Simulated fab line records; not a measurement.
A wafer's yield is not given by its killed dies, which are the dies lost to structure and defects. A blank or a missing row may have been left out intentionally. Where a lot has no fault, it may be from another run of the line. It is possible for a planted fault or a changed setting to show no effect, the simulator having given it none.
fab line records ; flow n5-finfet
[record] lots = 7; wafers = 21
route steps=1938 shown BEOL_M5@1142 BEOL_M7@1302 BEOL_M8@1398 BEOL_M11@1578 BEOL_M13@1662 BEOL_M14@1742
start-h: hours from the record's opening day to when the first of the lot's shown wafers began ; wait-h: hours from the lot's prior step to this one ; " same as the row above ; L1.1+2: a row that stands for several wafers ; - no value, or no start was given ; * or withheld: withheld ; < > ~ a bound
route shown NAME@n: a module of which the file shows steps, and the number in the route of the first ; usual: the fault-free wafers' mean and standard deviation ; same: alike in all rows ; chamber/n: place in a boat ; sites: per-site readings ; _std_site: how widely they spread, as a standard deviation ; _edge_site: inner sites' mean taken away from outer sites' mean ; radius-mm: for every site, how far away it sits from the centre of the wafer ; mask NAME#n: copy n ; behind: the tool/chamber that last shaped the wafer ; hold: reason for holding the lot/hours on hold/outcome of the hold ; device: names the non-switching transistor (n, p or np) ; end of line: tests of these same wafers at the route's end ; step lacking rows: just its recipe ; killed: dies lost to structure and defects at the first sort, not the wafer's yield ; map: a wafer's dies, marking killed ones x, the rest . and places with no die _
set.NAME: the setting the step ran with; set.NAME@STEP: the setting that earlier step ran with ; model.NAME: the simulator's own value behind a step, which no gauge read
lots whose settings were changed on purpose; a table a step, a row a wafer
[[steps]]
[step N5_BEOL_M5_COAT_22]
[recipe] resist = CAR-EUV; spin-rpm = 1500; resist-thk-nm = 30
lot.wafer;tool;chamber;start-h;wait-h;set.spin-rpm;model.CAR-EUV_of_BEOL_M5_COAT_22.thk-nm
L079.2;litho-track-04;0;-;-;1582;29.4
L079.3+4;litho-track-04;0;-;-;1500;30.2
L084.2+3+5;litho-track-02;0;-;-;1500;30.2
L089.3+5+6;litho-track-01;0;-;-;1407;31
L093.1;litho-track-01;0;-;-;1500;29.8
L093.4;litho-track-01;0;-;-;1344;31.4
L093.6;litho-track-01;0;-;-;1344;31.6
L092.1;litho-track-04;0;-;-;1392;31.2
L092.2;litho-track-04;0;-;-;1500;30
L092.5;litho-track-04;0;-;-;1392;31
L096.2;litho-track-02;0;-;-;1562;29.4
L096.3;litho-track-02;0;-;-;1562;29.6
L096.5;litho-track-02;0;-;-;1500;30
L097.1+4;litho-track-02;0;-;-;1500;30
L097.6;litho-track-02;0;-;-;1500;30.2
[step N5_BEOL_M5_EBR_24]
[recipe] solvent = PGMEA; ebr-width-mm = 1.5
[step N5_BEOL_M5_SOFTBAKE_23]
[recipe] temp-c = 110; time-s = 60; resist = CAR-EUV
[step N5_BEOL_M5_DESCUM_33]
[recipe] chemistry = O2; time-s = 7; source-power-w = 50; bias-power-w = 20; pressure-mtorr = 20; rf-frequency-hz = 2.712e+07; temp-c = 40; resist = CAR-EUV; o2-flow-sccm = 225
lot.wafer;tool;chamber;start-h;wait-h;set.spin-rpm@BEOL_M5_COAT_22;model.CAR-EUV_of_BEOL_M5_COAT_22.thk-nm
L079.2;rie-diel-02;0;209.38;0.4;1582;25.4
L079.3+4;rie-diel-02;3,1;209.38;0.4;1500;26.2
L084.2+3+5;rie-diel-03;0,2,1;242.17;0.0;1500;26.2
L089.3+5+6;rie-diel-01;0,3,0;267.42;0.0;1407;27
L093.1;rie-diel-03;3;313.85;0.4;1500;25.8
L093.4+6;rie-diel-03;1,3;313.85;0.4;1344;27.6
L092.1+5;rie-diel-02;0,2;320.37;0.0;1392;27.2
L092.2;rie-diel-02;3;320.37;0.0;1500;26
L096.2;rie-diel-03;3;336.87;0.1;1562;25.4
L096.3;rie-diel-03;1;336.87;0.1;1562;25.6
L096.5;rie-diel-03;3;336.87;0.1;1500;26
L097.1+4;rie-diel-01;3,1;340.35;0.0;1500;26
L097.6;rie-diel-01;3;340.35;0.0;1500;26.2
[step N5_BEOL_M5_ETCH_75]
[recipe] chemistry = N2/H2; target = underlayer; target-depth-a = 65; mask-material = CAR-EUV; time-s = 5.2; ion-energy-ev = 200; pressure-mtorr = 30; source-w = 840; bias-w = 150; n2-flow-sccm = 200; h2-flow-sccm = 200; ends = cleared
[step N5_BEOL_M5_ETCH_67]
[recipe] chemistry = CF4; target = SiARC; target-depth-a = 156; mask-material = CAR-EUV; time-s = 26; ion-energy-ev = 80; pressure-mtorr = 40; source-w = 545; bias-w = 36; Ar_flow_sccm = 100; cf4-flow-sccm = 100; ends = cleared
lot.wafer;tool;chamber;start-h;wait-h;set.spin-rpm@BEOL_M5_COAT_66;set.spin-rpm@BEOL_M5_COAT_22;model.CAR-EUV_of_BEOL_M5_COAT_22.thk-nm;model.etch.depth-nm
L079.2;rie-diel-02;0;209.43;0.0;1350;1582;9.8;12.72
L079.3;rie-diel-02;3;209.43;0.0;1500;1500;11.2;12.03
L079.4;rie-diel-02;1;209.43;0.0;1500;1500;11.2;12.07
L084.2;rie-diel-03;0;242.22;0.0;1557;1500;11.4;11.75
L084.3;rie-diel-03;2;242.22;0.0;1557;1500;11.4;11.77
L084.5;rie-diel-03;1;242.22;0.0;1557;1500;11.4;11.8
L089.3;rie-diel-01;0;267.47;0.0;1500;1407;12.2;11.89
L089.5;rie-diel-01;3;267.47;0.0;1500;1407;12.2;11.92
L089.6;rie-diel-01;0;267.47;0.0;1543;1407;12.4;11.78
L093.1;rie-diel-03;3;313.90;0.0;1500;1500;11;11.98
L093.4;rie-diel-03;1;313.90;0.0;1500;1344;12.6;11.99
L093.6;rie-diel-03;3;313.90;0.0;1630;1344;13;11.49
L092.1;rie-diel-02;0;320.42;0.0;1500;1392;12.2;11.94
L092.2;rie-diel-02;3;320.42;0.0;1594;1500;11.4;11.57
L092.5;rie-diel-02;2;320.42;0.0;1594;1392;12.6;11.55
L096.2;rie-diel-03;3;336.92;0.0;1500;1562;10.4;12.03
L096.3;rie-diel-03;1;336.92;0.0;1500;1562;10.6;12.02
L096.5;rie-diel-03;3;336.92;0.0;1500;1500;11;12.06
L097.1;rie-diel-01;3;340.40;0.0;1500;1500;11.2;12.03
L097.4;rie-diel-01;1;340.40;0.0;1500;1500;11.2;11.97
L097.6;rie-diel-01;3;340.40;0.0;1500;1500;11.4;11.99
[step N5_BEOL_M7_ETCH_66]
[recipe] chemistry = N2/H2; target = SOC; target-depth-a = 800; overetch-a = 160; mask-material = SiARC; temp-c = 40; time-s = 120; ion-energy-ev = 200; pressure-mtorr = 30; source-w = 840; bias-w = 150; n2-flow-sccm = 200; h2-flow-sccm = 200
[usual] rf-vpp-V = 524.1/2.3
lot.wafer;tool;chamber;start-h;wait-h;set.bias-w;rf-vpp-V;model.SiARC_of_BEOL_M7_COAT_64.thk-nm
L079.2;rie-diel-03;2;235.97;0.0;126.4;471.0;7.6
L079.3;rie-diel-03;0;235.97;0.0;126.4;469.3;7.6
L079.4;rie-diel-03;1;235.97;0.0;150;527.0;6.6
L084.2;rie-diel-03;2;260.61;0.0;139.1;500.1;7
L084.3;rie-diel-03;0;260.61;0.0;150;523.4;6.4
L084.5;rie-diel-03;3;260.61;0.0;150;524.7;6.2
L089.3;rie-diel-02;0;293.14;0.0;150;521.2;6.4
L089.5;rie-diel-02;2;293.14;0.0;150;521.8;6.4
L089.6;rie-diel-02;3;293.14;0.0;150;519.6;6.4
L093.1;rie-diel-03;3;333.64;0.0;150;525.8;6.2
L093.4;rie-diel-03;0;333.64;0.0;129.6;476.3;7.4
L093.6;rie-diel-03;0;333.64;0.0;129.6;478.0;7.4
L092.1;rie-diel-02;3;339.52;0.0;158.3;547.3;5.8
L092.2;rie-diel-02;0;339.52;0.0;150;520.8;6.4
L092.5;rie-diel-02;2;339.52;0.0;158.3;541.2;6
L096.2;rie-diel-03;0;360.15;0.0;150;522.7;6.4
L096.3;rie-diel-03;2;360.15;0.0;150;525.0;6.6
L096.5;rie-diel-03;3;360.15;0.0;150;523.2;6.2
L097.1;rie-diel-01;0;362.66;0.0;150;524.3;6.6
L097.4;rie-diel-01;3;362.66;0.0;150;522.6;6.2
L097.6;rie-diel-01;0;362.66;0.0;150;524.0;6.6
[step N5_BEOL_M8_DEP_56]
[recipe] material = SiCN; target-thk-a = 100; temp-c = withheld; precursor = 3MS/NH3; pressure-torr = 3; rf-w = 202; time-s = 17.5
lot.wafer;tool;chamber;start-h;wait-h;set.time-s;model.SiCN_of_BEOL_M8_DEP_56.thk-nm
L079.2;pecvd-02;2;247.51;0.0;18.97;10.4
L079.3;pecvd-02;0;247.51;0.0;17.5;10
L079.4;pecvd-02;1;247.51;0.0;17.5;10.2
L084.2;pecvd-01;1;271.92;0.0;17.5;10
L084.3;pecvd-01;2;271.92;0.0;17.5;9.8
L084.5;pecvd-01;0;271.92;0.0;19.24;11.2
L089.3+5;pecvd-02;2;307.81;0.0;19;10.6
L089.6;pecvd-02;0;307.81;0.0;17.5;9.8
L093.1;pecvd-02;2;345.56;0.0;17.5;9.6
L093.4+6;pecvd-02;1,2;345.56;0.0;17.5;10
L092.1;pecvd-03;2;352.60;0.0;19.88;11.2
L092.2;pecvd-03;0;352.60;0.0;17.5;9.6
L092.5;pecvd-03;0;352.60;0.0;17.5;10
L096.2;pecvd-01;2;371.43;0.0;16.15;9.2
L096.3;pecvd-01;1;371.43;0.0;17.5;10
L096.5;pecvd-01;0;371.43;0.0;17.5;10.2
L097.1+4+6;pecvd-03;2,0,1;376.30;0.0;17.5;10
[step N5_BEOL_M11_TRENCH_ETCH_37]
[recipe] chemistry = C4F6/O2; target-depth-a = 1488.3; target = SiCOH_lowk; time-s = 48; ion-energy-ev = 250; pressure-mtorr = 30; source-w = 345; bias-w = 185; Ar_flow_sccm = 300; C4F6_flow_sccm = 10; O2_flow_sccm = 10
[usual] rf-vpp-V = 659/11
lot.wafer;tool;chamber;start-h;wait-h;set.source-w;rf-vpp-V;model.etch.depth-nm;model.BEOL_M11.feature-depth-nm
L079.2;rie-diel-01;0;-;-;345;652;148.2;148.2
L079.3;rie-diel-01;3;-;-;345;680;151.8;151.8
L079.4;rie-diel-01;1;-;-;284.2;716;140.4;140.4
L084.2;rie-diel-02;2;-;-;345;660;151.1;151
L084.3;rie-diel-02;1;-;-;300.8;694;141;141
L084.5;rie-diel-02;2;-;-;300.8;710;144.8;144.8
L089.3;rie-diel-03;1;-;-;404.7;600;152.3;152.4
L089.5;rie-diel-03;0;-;-;345;664;146.9;147
L089.6;rie-diel-03;1;-;-;345;651;145;145
L093.1;rie-diel-03;0;-;-;377.9;633;149.9;149.8
L093.4;rie-diel-03;2;-;-;377.9;624;149.9;150
L093.6;rie-diel-03;0;-;-;345;664;145;145
L092.1;rie-diel-02;1;-;-;345;682;152.5;152.4
L092.2;rie-diel-02;3;-;-;401.5;632;160.7;160.8
L092.5;rie-diel-02;1;-;-;401.5;633;163.4;163.4
L096.2;rie-diel-03;1;-;-;345;651;144.2;144.2
L096.3;rie-diel-03;3;-;-;345;654;151;151
L096.5;rie-diel-03;1;-;-;345;650;144.5;144.4
L097.1;rie-diel-03;0;-;-;345;663;148.6;148.6
L097.4;rie-diel-03;3;-;-;345;654;152.9;153
L097.6;rie-diel-03;0;-;-;345;662;148.1;148
[step N5_BEOL_M11_ETCH_41]
[recipe] chemistry = CH3F/O2; target = SiCN; target-depth-a = 426; taper-deg = 2; time-s = 86; ion-energy-ev = 120; mask-material = TiN; pressure-mtorr = 30; source-w = 395; bias-w = 75; Ar_flow_sccm = 150; CH3F_flow_sccm = 30; O2_flow_sccm = 20
[step N5_BEOL_M11_STRIP_77]
[recipe] chemistry = N2/H2; time-s = 10; power-w = 450; temp-c = 40; pressure-mtorr = 20; rf-frequency-hz = 6e+07; bias-power-w = 7; n2-flow-sccm = 200; h2-flow-sccm = 200
[step N5_BEOL_M11_OCD_MEAS_38]
[usual] trench-depth-nm = 148.5/2.9
lot.wafer;tool;chamber;start-h;wait-h;set.source-w@BEOL_M11_TRENCH_ETCH_37;trench-depth-nm
L079.2;ocd-01;-;262.08;-;345;147.7
L079.3;ocd-01;-;262.08;-;345;151.6
L079.4;ocd-01;-;262.08;-;284.2;140.4
L084.2;ocd-02;-;297.32;-;345;151.4
L084.3;ocd-02;-;297.32;-;300.8;141.5
L084.5;ocd-02;-;297.32;-;300.8;144.7
L089.3;ocd-02;-;328.10;-;404.7;152.0
L089.5;ocd-02;-;328.10;-;345;147.5
L089.6;ocd-02;-;328.10;-;345;145.3
L093.1;ocd-01;-;373.78;-;377.9;149.8
L093.4;ocd-01;-;373.78;-;377.9;150.0
L093.6;ocd-01;-;373.78;-;345;145.5
L092.1;ocd-02;-;373.82;-;345;152.8
L092.2;ocd-02;-;373.82;-;401.5;160.9
L092.5;ocd-02;-;373.82;-;401.5;162.8
L096.2;ocd-01;-;399.25;-;345;144.3
L096.3;ocd-01;-;399.25;-;345;150.9
L096.5;ocd-01;-;399.25;-;345;144.6
L097.1;ocd-02;-;402.06;-;345;148.1
L097.4;ocd-02;-;402.06;-;345;153.1
L097.6;ocd-02;-;402.06;-;345;148.1
[step N5_BEOL_M11_CURE_72]
[recipe] temp-c = 370; time-s = 120; ambient = DMADMS/He; material = SiCOH_lowk
lot.wafer;tool;chamber;start-h;wait-h;set.time-s
L079.2;uv-cure-02;2;262.65;0.4;120
L079.3+4;uv-cure-02;2;262.65;0.4;139.4
L084.2+3;uv-cure-02;1;297.57;0.1;110
L084.5;uv-cure-02;1;297.57;0.1;120
L089.3+6;uv-cure-02;2;328.70;0.4;130.7
L089.5;uv-cure-02;2;328.70;0.4;120
L093.1+6;uv-cure-01;2;373.97;0.0;120
L093.4;uv-cure-01;2;373.97;0.0;105.6
L092.1+2;uv-cure-03;2;374.03;0.0;110.5
L092.5;uv-cure-03;2;374.03;0.0;120
L096.2+3+5;uv-cure-03;1;399.50;0.1;120
L097.1+4+6;uv-cure-03;1;402.26;0.0;120
[step N5_BEOL_M11_DEGAS_44]
[recipe] ambient = vacuum; temp-c = 250; time-s = 60
[step N5_BEOL_M11_PRE_CLEAN_45]
[recipe] gas = H2/He; time-s = 30; temp-c = 250
[step N5_BEOL_M11_ANNEAL_51]
[recipe] temp-c = 225; time-s = 90; ambient = N2
[step N5_BEOL_M11_CMP_52]
[recipe] stop-on = SiCOH_lowk; t-overpolish-s = 7; down-force-psi = 1; platen-rpm = 50; clearing-platen-down-force-psi = 1.5; clearing-platen-rpm = 50; post-cmp-clean = cu-alkaline; target-thk-nm = 140; clearing-platen-pad-velocity-m-s = 0.99484; pad-velocity-m-s = 0.99484
[step N5_BEOL_M11_THK_MEAS_53]
[recipe] thk-meas-gauge = xrf; reads = Cu_of_BEOL_M11_ECD_50
[usual] M11_THK = 139/3.3
lot.wafer;tool;chamber;start-h;wait-h;set.source-w@BEOL_M11_TRENCH_ETCH_37;M11_THK[nm]
L079.2;film-metro-02;-;265.85;-;345;142
L079.3;film-metro-02;-;265.85;-;345;145
L079.4;film-metro-02;-;265.85;-;284.2;132
L084.2;film-metro-01;-;299.84;-;345;145
L084.3;film-metro-01;-;299.84;-;300.8;134
L084.5;film-metro-01;-;299.84;-;300.8;137
L089.3;film-metro-01;-;333.06;-;404.7;144
L089.5;film-metro-01;-;333.06;-;345;139
L089.6;film-metro-01;-;333.06;-;345;136
L092.1;film-metro-02;-;375.97;-;345;145
L092.2;film-metro-02;-;375.97;-;401.5;153
L092.5;film-metro-02;-;375.97;-;401.5;156
L093.1;film-metro-02;-;376.29;-;377.9;139
L093.4;film-metro-02;-;376.29;-;377.9;140
L093.6;film-metro-02;-;376.29;-;345;134
L096.2;film-metro-01;-;403.64;-;345;136
L096.3;film-metro-01;-;403.64;-;345;144
L096.5;film-metro-01;-;403.64;-;345;136
L097.1;film-metro-02;-;404.23;-;345;141
L097.4;film-metro-02;-;404.23;-;345;146
L097.6;film-metro-02;-;404.23;-;345;140
[step N5_BEOL_M13_COAT_04]
[recipe] spin-rpm = 1625; resist-thk-nm = 400
lot.wafer;tool;chamber;start-h;wait-h;set.spin-rpm;model.coat_of_BEOL_M13_COAT_04.thk-nm
L079.2;litho-track-01;0;-;-;1625;399.6
L079.3;litho-track-01;0;-;-;1625;400.4
L079.4;litho-track-01;0;-;-;1784;381.6
L084.2;litho-track-01;0;-;-;1803;381
L084.3;litho-track-01;0;-;-;1625;400.4
L084.5;litho-track-01;0;-;-;1803;380.6
L089.3;litho-track-05;0;-;-;1540;408.2
L089.5;litho-track-05;0;-;-;1625;397.2
L089.6;litho-track-05;0;-;-;1625;397.6
L092.1;litho-track-04;0;-;-;1625;398.6
L092.2;litho-track-04;0;-;-;1476;417
L092.5;litho-track-04;0;-;-;1476;417.2
L093.1;litho-track-05;0;-;-;1625;399.8
L093.4;litho-track-05;0;-;-;1625;399.2
L093.6;litho-track-05;0;-;-;1625;400.2
L096.2;litho-track-01;0;-;-;1625;399.4
L096.3;litho-track-01;0;-;-;1625;399.2
L096.5;litho-track-01;0;-;-;1471;421.6
L097.1;litho-track-04;0;-;-;1625;400
L097.4;litho-track-04;0;-;-;1625;400.2
L097.6;litho-track-04;0;-;-;1625;399.6
[step N5_BEOL_M13_EBR_06]
[recipe] solvent = PGMEA; ebr-width-mm = 1.5
[step N5_BEOL_M13_SOFTBAKE_05]
[recipe] temp-c = 130; time-s = 60
[step N5_BEOL_M13_DESCUM_15]
[recipe] chemistry = O2; time-s = 7.9; source-power-w = 50; bias-power-w = 20; pressure-mtorr = 20; rf-frequency-hz = 2.712e+07; temp-c = 40; o2-flow-sccm = 225
[step N5_BEOL_M13_ETCH_59]
[recipe] chemistry = N2/H2; target = BARC; target-depth-a = 890; overetch-a = 267; time-s = 67.9; ion-energy-ev = 200; pressure-mtorr = 30; source-w = 840; bias-w = 150; n2-flow-sccm = 200; h2-flow-sccm = 200
[step N5_BEOL_M13_VIA_ETCH_16]
[recipe] chemistry = C4F8/O2/Ar; target = SiOC; pressure-mtorr = 30; source-w = 3000; bias-w = 700; Ar_flow_sccm = 400; C4F8_flow_sccm = 15; O2_flow_sccm = 8; he-inner-torr = 15; he-outer-torr = 30; target-depth-a = 9217; time-s = withheld; ion-energy-ev = 250; ends = cleared
lot.wafer;tool;chamber;start-h;wait-h;set.spin-rpm@BEOL_M13_COAT_04;model.coat_of_BEOL_M13_COAT_04.thk-nm
L079.2;rie-diel-03;2;270.77;0.0;1625;67.4
L079.3;rie-diel-03;3;270.77;0.0;1625;66.2
L079.4;rie-diel-03;1;270.77;0.0;1784;54.6
L084.2;rie-diel-03;0;306.34;0.0;1803;52.8
L084.3;rie-diel-03;3;306.34;0.0;1625;70.2
L084.5;rie-diel-03;2;306.34;0.0;1803;48.4
L089.3;rie-diel-01;0;339.99;0.0;1540;89.8
L089.5;rie-diel-01;0;339.99;0.0;1625;70.8
L089.6;rie-diel-01;1;339.99;0.0;1625;72
L092.1;rie-diel-02;0;382.66;0.0;1625;66.4
L092.2;rie-diel-02;3;382.66;0.0;1476;87.8
L092.5;rie-diel-02;1;382.66;0.0;1476;82.2
L093.1;rie-diel-03;0;385.23;0.0;1625;75.8
L093.4;rie-diel-03;1;385.23;0.0;1625;68.8
L093.6;rie-diel-03;0;385.23;0.0;1625;69.6
L096.2;rie-diel-02;0;410.66;0.0;1625;69
L096.3;rie-diel-02;1;410.66;0.0;1625;69.6
L096.5;rie-diel-02;2;410.66;0.0;1471;88.2
L097.1;rie-diel-02;0;411.16;0.0;1625;74.2
L097.4;rie-diel-02;3;411.16;0.0;1625;73.8
L097.6;rie-diel-02;1;411.16;0.0;1625;72
[step N5_BEOL_M13_STRIP_63]
[recipe] chemistry = N2/H2; power-w = 1000; temp-c = 250; h2-frac = 0.65; overash-fraction = 0.3; pressure-mtorr = 1000; n2-flow-sccm = 1750; h2-flow-sccm = 3250
[usual] strip-time-to-endpoint-s = 27.5/0.99
lot.wafer;tool;chamber;start-h;wait-h;set.spin-rpm@BEOL_M13_COAT_04;strip-time-to-endpoint-s
L079.2;plasma-asher-02;0;271.00;-;1625;26.9
L079.3;plasma-asher-02;1;271.00;-;1625;26.5
L079.4;plasma-asher-02;0;271.00;-;1784;23.1
L084.2;plasma-asher-01;1;306.58;-;1803;22.5
L084.3;plasma-asher-01;0;306.58;-;1625;27.7
L084.5;plasma-asher-01;1;306.58;-;1803;21.1
L089.3;plasma-asher-01;1;340.24;-;1540;33.3
L089.5;plasma-asher-01;0;340.24;-;1625;27.9
L089.6;plasma-asher-01;1;340.24;-;1625;28.3
L092.1;plasma-asher-01;0;382.90;-;1625;26.6
L092.2;plasma-asher-01;1;382.90;-;1476;32.8
L092.5;plasma-asher-01;0;382.90;-;1476;31.2
L093.1;plasma-asher-02;1;385.47;-;1625;29.4
L093.4;plasma-asher-02;1;385.47;-;1625;27.3
L093.6;plasma-asher-02;1;385.47;-;1625;27.6
L096.2;plasma-asher-01;0;410.90;-;1625;27.4
L096.3;plasma-asher-01;0;410.90;-;1625;27.6
L096.5;plasma-asher-01;0;410.90;-;1471;32.9
L097.1;plasma-asher-01;1;411.40;-;1625;28.9
L097.4;plasma-asher-01;0;411.40;-;1625;28.8
L097.6;plasma-asher-01;0;411.40;-;1625;28.3
[step N5_BEOL_M14_EXPOSE_25]
[recipe] mask-id = M14; na = 0.8; source-shape = annular; sigma-inner = 0.5; sigma-outer = 0.8; polarization = unpolarized; target-cd-nm = 280; dose-mj = 26.6
lot.wafer;tool;chamber;start-h;wait-h;mask;set.dose-mj
L079.2;krf-scanner-02;0;293.06;-;M14#0;27.48
L079.3+4;krf-scanner-02;0;293.06;-;M14#0;26.6
L084.2;krf-scanner-01;0;312.76;-;M14#0;25.76
L084.3+5;krf-scanner-01;0;312.76;-;M14#0;26.6
L089.3+5;krf-scanner-01;0;345.23;-;M14#0;26.6
L089.6;krf-scanner-01;0;345.23;-;M14#0;28.48
L093.1+4;krf-scanner-01;0;392.45;-;M14#0;26.6
L093.6;krf-scanner-01;0;392.45;-;M14#0;24.85
L092.1+2+5;krf-scanner-02;0;393.21;-;M14#0;26.6
L096.2+3+5;krf-scanner-02;0;421.79;-;M14#0;26.6
L097.1+4+6;krf-scanner-02;0;422.11;-;M14#0;26.6
[step N5_BEOL_M14_PEB_26]
[recipe] peb-temp-c = 130; peb-time-s = 90
[step N5_BEOL_M14_DEVELOP_27]
[recipe] develop-time-s = 45; rinse-liquid = diw; dry = air-spin; dev-temp-c = 21
[step N5_BEOL_M14_HARDBAKE_32]
[recipe] temp-c = 130; time-s = 120
[step N5_BEOL_M14_CD_MEAS_28]
[recipe] target-cd-nm = 284.4; landing-energy-ev = 500; detector = se-inlens
[usual] cd-nm = 284.5/1.9
lot.wafer;tool;chamber;start-h;wait-h;set.dose-mj@BEOL_M14_EXPOSE_25;cd-nm
L079.2;cd-sem-02;0;293.23;-;27.48;290.3
L079.3;cd-sem-02;0;293.23;-;26.6;288.5
L079.4;cd-sem-02;0;293.23;-;26.6;287.8
L084.2;cd-sem-03;0;312.92;-;25.76;280.9
L084.3;cd-sem-03;0;312.92;-;26.6;284.1
L084.5;cd-sem-03;0;312.92;-;26.6;284.8
L089.3;cd-sem-03;0;345.39;-;26.6;283.1
L089.5;cd-sem-03;0;345.39;-;26.6;280.4
L089.6;cd-sem-03;0;345.39;-;28.48;291.9
L093.1;cd-sem-03;0;392.63;-;26.6;283.2
L093.4;cd-sem-03;0;392.63;-;26.6;281.0
L093.6;cd-sem-03;0;392.63;-;24.85;273.4
L092.1;cd-sem-01;0;393.38;-;26.6;284.6
L092.2;cd-sem-01;0;393.38;-;26.6;286.6
L092.5;cd-sem-01;0;393.38;-;26.6;285.6
L096.2;cd-sem-02;0;421.95;-;26.6;285.7
L096.3;cd-sem-02;0;421.95;-;26.6;283.1
L096.5;cd-sem-02;0;421.95;-;26.6;286.5
L097.1;cd-sem-02;0;422.28;-;26.6;283.9
L097.4;cd-sem-02;0;422.28;-;26.6;280.5
L097.6;cd-sem-02;0;422.28;-;26.6;282.9
[step N5_BEOL_M14_DESCUM_33]
[recipe] chemistry = O2; time-s = 7.9; source-power-w = 50; bias-power-w = 20; pressure-mtorr = 20; rf-frequency-hz = 2.712e+07; temp-c = 40; o2-flow-sccm = 225
lot.wafer;tool;chamber;start-h;wait-h;set.dose-mj@BEOL_M14_EXPOSE_25;model.BEOL_M14.cd-nm
L079.2;rie-diel-04;2;293.32;0.0;27.48;290.4
L079.3;rie-diel-04;3;293.32;0.0;26.6;288.4
L079.4;rie-diel-04;0;293.32;0.0;26.6;287.6
L084.2;rie-diel-06;3;313.01;0.0;25.76;280.8
L084.3;rie-diel-06;0;313.01;0.0;26.6;283.8
L084.5;rie-diel-06;2;313.01;0.0;26.6;284.2
L089.3;rie-diel-04;2;345.47;0.0;26.6;283.4
L089.5;rie-diel-04;3;345.47;0.0;26.6;280.4
L089.6;rie-diel-04;0;345.47;0.0;28.48;292
L093.1;rie-diel-05;1;392.88;0.2;26.6;283.2
L093.4;rie-diel-05;2;392.88;0.2;26.6;281
L093.6;rie-diel-05;1;392.88;0.2;24.85;273.6
L092.1;rie-diel-06;1;393.63;0.2;26.6;284.8
L092.2;rie-diel-06;0;393.63;0.2;26.6;286.6
L092.5;rie-diel-06;1;393.63;0.2;26.6;285.6
L096.2+5;rie-diel-05;2,3;422.04;0.0;26.6;286
L096.3;rie-diel-05;3;422.04;0.0;26.6;283
L097.1;rie-diel-06;3;422.37;0.0;26.6;284.4
L097.4;rie-diel-06;2;422.37;0.0;26.6;280.6
L097.6;rie-diel-06;2;422.37;0.0;26.6;282.8
[[key]]
[split] step = N5_BEOL_M5_COAT_22; setting = spin-rpm; stated = 1500; by = wafer
[response] step = N5_BEOL_M5_COAT_22; reading = model.CAR-EUV_of_BEOL_M5_COAT_22.thk-nm; change = -0.155; per = 1%; r = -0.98
[response] step = N5_BEOL_M5_DESCUM_33; reading = model.CAR-EUV_of_BEOL_M5_COAT_22.thk-nm; change = -0.163; per = 1%; r = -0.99
[response] step = N5_BEOL_M5_ETCH_67; reading = model.CAR-EUV_of_BEOL_M5_COAT_22.thk-nm; change = -0.172; per = 1%; r = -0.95
[split] step = N5_BEOL_M7_ETCH_66; setting = bias-w; stated = 150; by = wafer
[response] step = N5_BEOL_M7_ETCH_66; reading = rf-vpp-V; change = +3.61; per = 1%; r = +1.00
[response] step = N5_BEOL_M7_ETCH_66; reading = model.SiARC_of_BEOL_M7_COAT_64.thk-nm; change = -0.0774; per = 1%; r = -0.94
[split] step = N5_BEOL_M8_DEP_56; setting = time-s; stated = 17.5; by = wafer
[response] step = N5_BEOL_M8_DEP_56; reading = model.SiCN_of_BEOL_M8_DEP_56.thk-nm; change = +0.0991; per = 1%; r = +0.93
[split] step = N5_BEOL_M11_TRENCH_ETCH_37; setting = source-w; stated = 345; by = wafer
[response] step = N5_BEOL_M11_TRENCH_ETCH_37; reading = rf-vpp-V; change = -3.14; per = 1%; r = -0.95
[response] step = N5_BEOL_M11_TRENCH_ETCH_37; reading = model.etch.depth-nm; change = +0.518; per = 1%; r = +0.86
[response] step = N5_BEOL_M11_TRENCH_ETCH_37; reading = model.BEOL_M11.feature-depth-nm; change = +0.52; per = 1%; r = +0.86
[response] step = N5_BEOL_M11_OCD_MEAS_38; reading = trench-depth-nm; change = +0.492; per = 1%; r = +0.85
[response] step = N5_BEOL_M11_THK_MEAS_53; reading = M11_THK; change = +0.549; per = 1%; r = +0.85
[split] step = N5_BEOL_M11_CURE_72; setting = time-s; stated = 120; by = wafer
response none clear
[split] step = N5_BEOL_M13_COAT_04; setting = spin-rpm; stated = 1625; by = wafer
[response] step = N5_BEOL_M13_COAT_04; reading = model.coat_of_BEOL_M13_COAT_04.thk-nm; change = -2; per = 1%; r = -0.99
[response] step = N5_BEOL_M13_VIA_ETCH_16; reading = model.coat_of_BEOL_M13_COAT_04.thk-nm; change = -1.87; per = 1%; r = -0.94
[response] step = N5_BEOL_M13_STRIP_63; reading = strip-time-to-endpoint-s; change = *; per = 1%; r = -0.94
[split] step = N5_BEOL_M14_EXPOSE_25; setting = dose-mj; stated = 26.6; by = wafer
[response] step = N5_BEOL_M14_CD_MEAS_28; reading = cd-nm; change = +1.29; per = 1%; r = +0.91
[response] step = N5_BEOL_M14_DESCUM_33; reading = model.BEOL_M14.cd-nm; change = +1.27; per = 1%; r = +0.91
split outside-this-file step=N5_BEOL_M5_COAT_66 setting=spin-rpm
// split outside-this-file: this setting was split too, and the file shows its column; the key of that split is in another file
